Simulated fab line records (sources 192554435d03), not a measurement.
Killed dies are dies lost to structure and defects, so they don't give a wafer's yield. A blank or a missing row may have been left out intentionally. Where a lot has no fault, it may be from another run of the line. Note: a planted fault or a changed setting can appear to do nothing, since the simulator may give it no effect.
Chamber matching || flow n5_finfet || N5_GATE_CUT_STRIP_42 on rie_diel-02: 4 sister chambers
The step strips in O2. 20 wafers are shown with their chamber, then 10 later ones without.

WAFERS PAIRED WITH THEIR CHAMBERS
{"wafer": "L074.3", "chamber": 3, "throttle_valve_pct (%)": 16.36, "showerhead_plenum_p_Torr (Torr)": 2.00, "drypump_motor_current_A (A)": 5.8}
{"wafer": "L074.4", "chamber": 0, "throttle_valve_pct (%)": 16.29, "showerhead_plenum_p_Torr (Torr)": 2.16, "drypump_motor_current_A (A)": 6.6}
{"wafer": "L074.6", "chamber": 0, "throttle_valve_pct (%)": 16.30, "showerhead_plenum_p_Torr (Torr)": 2.16, "drypump_motor_current_A (A)": 6.6}
{"wafer": "L075.1", "chamber": 3, "throttle_valve_pct (%)": 16.38, "showerhead_plenum_p_Torr (Torr)": 2.00, "drypump_motor_current_A (A)": 5.8}
{"wafer": "L075.2", "chamber": 1, "throttle_valve_pct (%)": 17.08, "showerhead_plenum_p_Torr (Torr)": 2.03, "drypump_motor_current_A (A)": 5.7}
{"wafer": "L075.4", "chamber": 2, "throttle_valve_pct (%)": 16.92, "showerhead_plenum_p_Torr (Torr)": 1.96, "drypump_motor_current_A (A)": 5.7}
{"wafer": "L079.3", "chamber": 0, "throttle_valve_pct (%)": 16.31, "showerhead_plenum_p_Torr (Torr)": 2.16, "drypump_motor_current_A (A)": 6.7}
{"wafer": "L079.4", "chamber": 1, "throttle_valve_pct (%)": 17.10, "showerhead_plenum_p_Torr (Torr)": 2.03, "drypump_motor_current_A (A)": 5.7}
{"wafer": "L079.6", "chamber": 3, "throttle_valve_pct (%)": 16.37, "showerhead_plenum_p_Torr (Torr)": 1.99, "drypump_motor_current_A (A)": 5.8}
{"wafer": "L082.3", "chamber": 2, "throttle_valve_pct (%)": 16.95, "showerhead_plenum_p_Torr (Torr)": 1.96, "drypump_motor_current_A (A)": 5.7}
{"wafer": "L082.4", "chamber": 1, "throttle_valve_pct (%)": 17.11, "showerhead_plenum_p_Torr (Torr)": 2.02, "drypump_motor_current_A (A)": 5.8}
{"wafer": "L082.6", "chamber": 1, "throttle_valve_pct (%)": 17.12, "showerhead_plenum_p_Torr (Torr)": 2.03, "drypump_motor_current_A (A)": 5.7}
{"wafer": "L083.4", "chamber": 2, "throttle_valve_pct (%)": 16.95, "showerhead_plenum_p_Torr (Torr)": 1.96, "drypump_motor_current_A (A)": 5.7}
{"wafer": "L083.5", "chamber": 1, "throttle_valve_pct (%)": 17.10, "showerhead_plenum_p_Torr (Torr)": 2.02, "drypump_motor_current_A (A)": 5.7}
{"wafer": "L083.6", "chamber": 0, "throttle_valve_pct (%)": 16.30, "showerhead_plenum_p_Torr (Torr)": 2.15, "drypump_motor_current_A (A)": 6.7}
{"wafer": "L086.2", "chamber": 1, "throttle_valve_pct (%)": 17.11, "showerhead_plenum_p_Torr (Torr)": 2.02, "drypump_motor_current_A (A)": 5.7}
{"wafer": "L086.5", "chamber": 0, "throttle_valve_pct (%)": 16.33, "showerhead_plenum_p_Torr (Torr)": 2.15, "drypump_motor_current_A (A)": 6.6}
{"wafer": "L086.6", "chamber": 3, "throttle_valve_pct (%)": 16.41, "showerhead_plenum_p_Torr (Torr)": 1.99, "drypump_motor_current_A (A)": 5.8}
{"wafer": "L088.1", "chamber": 1, "throttle_valve_pct (%)": 17.10, "showerhead_plenum_p_Torr (Torr)": 2.02, "drypump_motor_current_A (A)": 5.7}
{"wafer": "L088.2", "chamber": 2, "throttle_valve_pct (%)": 16.98, "showerhead_plenum_p_Torr (Torr)": 1.96, "drypump_motor_current_A (A)": 5.7}

SIGNATURES, as means of the wafers listed above
{"reading": "throttle_valve_pct", "chamber 0": 16.3060, "chamber 1": 17.1029, "chamber 2": 16.9500, "chamber 3": 16.3800, "scatter within a chamber": 0.0178}
{"reading": "showerhead_plenum_p_Torr", "chamber 0": 2.1560, "chamber 1": 2.0243, "chamber 2": 1.9600, "chamber 3": 1.9950, "scatter within a chamber": 0.00495}
{"reading": "drypump_motor_current_A", "chamber 0": 6.640, "chamber 1": 5.714, "chamber 2": 5.700, "chamber 3": 5.800, "scatter within a chamber": 0.0359}
Rule: distance of a wafer from a chamber = root of the sum over the readings of ((wafer's reading minus chamber's mean) / reading's scatter) squared. The wafer belongs to the nearest chamber; if the next one is less than 2 further off, it can't be placed. The scatter is the square root of a quotient: the sum, over the shown wafers, of each reading's squared deviation from its chamber's mean, divided by wafers minus chambers.

WAFERS WHOSE CHAMBER IS MISSING
{"wafer": "L088.3", "throttle_valve_pct (%)": 16.34, "showerhead_plenum_p_Torr (Torr)": 2.15, "drypump_motor_current_A (A)": 6.7}
{"wafer": "L092.1", "throttle_valve_pct (%)": 16.43, "showerhead_plenum_p_Torr (Torr)": 1.99, "drypump_motor_current_A (A)": 5.8}
{"wafer": "L092.3", "throttle_valve_pct (%)": 16.35, "showerhead_plenum_p_Torr (Torr)": 2.15, "drypump_motor_current_A (A)": 6.6}
{"wafer": "L092.4", "throttle_valve_pct (%)": 17.14, "showerhead_plenum_p_Torr (Torr)": 2.02, "drypump_motor_current_A (A)": 5.7}
{"wafer": "L094.2", "throttle_valve_pct (%)": 16.98, "showerhead_plenum_p_Torr (Torr)": 1.95, "drypump_motor_current_A (A)": 5.7}
{"wafer": "L094.3", "throttle_valve_pct (%)": 16.43, "showerhead_plenum_p_Torr (Torr)": 1.99, "drypump_motor_current_A (A)": 5.8}
{"wafer": "L094.5", "throttle_valve_pct (%)": 16.43, "showerhead_plenum_p_Torr (Torr)": 1.98, "drypump_motor_current_A (A)": 5.8}
{"wafer": "L095.1", "throttle_valve_pct (%)": 16.42, "showerhead_plenum_p_Torr (Torr)": 1.98, "drypump_motor_current_A (A)": 5.9}
{"wafer": "L095.2", "throttle_valve_pct (%)": 17.14, "showerhead_plenum_p_Torr (Torr)": 2.02, "drypump_motor_current_A (A)": 5.8}
{"wafer": "L095.4", "throttle_valve_pct (%)": 16.44, "showerhead_plenum_p_Torr (Torr)": 1.98, "drypump_motor_current_A (A)": 5.8}

CHAMBER TAKEN BY EACH
{"wafer": "L088.3", "from the rows above": 0, "in truth": 0}
{"wafer": "L092.1", "from the rows above": 3, "in truth": 3}
{"wafer": "L092.3", "from the rows above": 0, "in truth": 0}
{"wafer": "L092.4", "from the rows above": 1, "in truth": 1}
{"wafer": "L094.2", "from the rows above": 2, "in truth": 2}
{"wafer": "L094.3", "from the rows above": 3, "in truth": 3}
{"wafer": "L094.5", "from the rows above": 3, "in truth": 3}
{"wafer": "L095.1", "from the rows above": 3, "in truth": 3}
{"wafer": "L095.2", "from the rows above": 1, "in truth": 1}
{"wafer": "L095.4", "from the rows above": 3, "in truth": 3}
10 of 10 placed correctly. Left unplaced by these rows: 0. Placed wrongly: 0.
